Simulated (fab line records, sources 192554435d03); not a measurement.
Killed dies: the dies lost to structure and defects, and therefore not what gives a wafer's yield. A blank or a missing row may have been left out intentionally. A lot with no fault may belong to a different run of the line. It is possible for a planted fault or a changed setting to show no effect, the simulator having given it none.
Which tool was responsible? + flow n5_finfet + 9 lots, 27 wafers sampled, at 3 steps of a route of 1938

== WHAT EACH GAUGE READ, for each wafer ==
N5_BEOL_M4_RC_MEAS_101.
| lot  | measured     | on        | VT_P (mV)            |
|------|--------------|-----------|----------------------|
| L781 | day 10 13:41 | prober-01 | -249.9 -245.4 -245.9 |
| L782 | day 10 01:01 | prober-02 | -243.1 -246.4 -240.6 |
| L785 | day 10 20:47 | prober-01 | -294.0 -295.4 -291.5 |
| L786 | day 11 08:43 | prober-02 | -291.8 -292.3 -289.1 |
| L794 | day 12 20:28 | prober-01 | -250.5 -251.5 -250.0 |
| L795 | day 13 12:35 | prober-02 | -247.7 -247.6 -248.0 |
| L796 | day 13 19:41 | prober-02 | -254.0 -252.8 -252.0 |
| L797 | day 14 04:28 | prober-01 | -249.1 -246.7 -244.5 |
| L798 | day 14 01:23 | prober-01 | -250.0 -249.1 -246.5 |

== TOOL THAT RAN EACH LOT (tool first, then ch and the chambers of the sampled wafers, then the start) ==
| lot  | N5_HKMG_FIN_STRIP_57              | N5_HKMG_FIN_ALD_36                 |
|------|-----------------------------------|------------------------------------|
| L781 | rie_diel-02 ch 0,2, day 5 16:01   | ald_metal-03 ch 0,2,3, day 5 17:52 |
| L782 | rie_diel-02 ch 0,2,3, day 5 18:56 | ald_metal-03 ch 2,3, day 5 20:47   |
| L785 | rie_diel-01 ch 1,2, day 6 14:12   | ald_metal-03 ch 1,2,3, day 6 16:03 |
| L786 | rie_diel-01 ch 0,2, day 6 20:46   | ald_metal-01 ch 0,1,3, day 6 22:36 |
| L794 | rie_diel-02 ch 0,2, day 8 20:22   | ald_metal-02 ch 1,2, day 8 22:18   |
| L795 | rie_diel-05 ch 1,2,3, day 8 23:26 | ald_metal-02 ch 1,2,3, day 9 01:19 |
| L796 | rie_diel-05 ch 0,1,3, day 9 03:20 | ald_metal-03 ch 0,3, day 9 05:25   |
| L797 | rie_diel-01 ch 2,3, day 9 15:17   | ald_metal-01 ch 0,2,3, day 9 17:09 |
| L798 | rie_diel-05 ch 1,2,3, day 9 20:23 | ald_metal-02 ch 0,2,3, day 9 22:19 |
- N5_HKMG_FIN_STRIP_57: strips in CF4.
- N5_HKMG_FIN_ALD_36: deposits TiN, target thk 1 nm, pulse time 1 s, purge time 3 s.

== THE ANSWER, worked out from the rows above alone ==
Rule: the lots themselves supply what counts as usual. The widest of any qualifying gaps counts: lots, ordered by their means at a reading, are off when they make up no more than a third of the lots, leave a main group of 4 or more, and stand apart from it by 3 or more times the standard deviation of that group's means. If all means in a main group match to the digits the tables above print for the reading, that group is not used. Also off: a lot with no number at a reading for which 4 or more lots have one. Where the step has rows for the other lots, those lots are counted as sound.
Off: at N5_BEOL_M4_RC_MEAS_101 (VT_P), L785, L786. The main group: mean -248.2 mV, standard deviation 2.8.
A tool fits if, at a process step before that reading, it ran every lot that is off, and no sound lot after the first of them. The gauges at N5_BEOL_M4_RC_MEAS_101 are tried like those tools. Not one of the candidates tried fits.

== WHAT THE SIMULATOR HAD INSERTED ==
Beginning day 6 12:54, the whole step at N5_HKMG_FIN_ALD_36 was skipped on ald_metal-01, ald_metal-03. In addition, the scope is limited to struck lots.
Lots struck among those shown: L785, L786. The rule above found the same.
